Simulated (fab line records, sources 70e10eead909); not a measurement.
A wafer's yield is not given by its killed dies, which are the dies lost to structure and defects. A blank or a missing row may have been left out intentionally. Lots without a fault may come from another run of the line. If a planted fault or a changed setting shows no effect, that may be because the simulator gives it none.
Chamber matching + flow nand harc + NHARC_P_M2_ETCH_35 on rie diel-03: 4 sister chambers
The step etches the open film in N2/H2, target depth 40 nm, overetch 12 nm, time 43.94 s. 4 wafers are shown with their chamber, then 7 later ones without.

## WAFERS PAIRED WITH THEIR CHAMBERS
| wafer  | chamber | drypump motor current A (A) |
|--------|---------|-----------------------------|
| L774.2 | 2       | 6.0                         |
| L776.2 | 0       | 5.6                         |
| L778.3 | 1       | 5.3                         |
| L778.5 | 3       | 5.6                         |

## WAFERS MISSING THEIR CHAMBER
| wafer  | drypump motor current A (A) |
|--------|-----------------------------|
| L778.6 | 6.1                         |
| L779.2 | 6.1                         |
| L779.3 | 5.6                         |
| L779.5 | 5.6                         |
| L780.3 | 5.3                         |
| L780.4 | 5.6                         |
| L780.6 | 5.3                         |

## WHICH CHAMBER EACH ONE RAN IN
| wafer  | from the rows above     | in truth |
|--------|-------------------------|----------|
| L778.6 | 2                       | 2        |
| L779.2 | 2                       | 2        |
| L779.3 | can't be placed: 0 or 3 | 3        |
| L779.5 | can't be placed: 0 or 3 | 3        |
| L780.3 | 1                       | 1        |
| L780.4 | can't be placed: 0 or 3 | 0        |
| L780.6 | 1                       | 1        |
Correctly placed: 4 of 7. Not placeable from these rows: 3 (in 3, the candidates include the true chamber). Wrongly placed: 0.
How it was worked out, from the rows above alone: a wafer's distance from a chamber is the root of the sum, over the readings, of the square of ((its reading less the chamber's mean) divided by the reading's scatter). If the next closest chamber is less than 2 further off than the closest, the wafer can't be placed; otherwise it belongs to the closest. For every chamber, the mean is computed from those of its wafers that are shown. The scatter: root of mean squared gap, hidden wafer to nearest shown wafer, with one shown wafer a chamber.
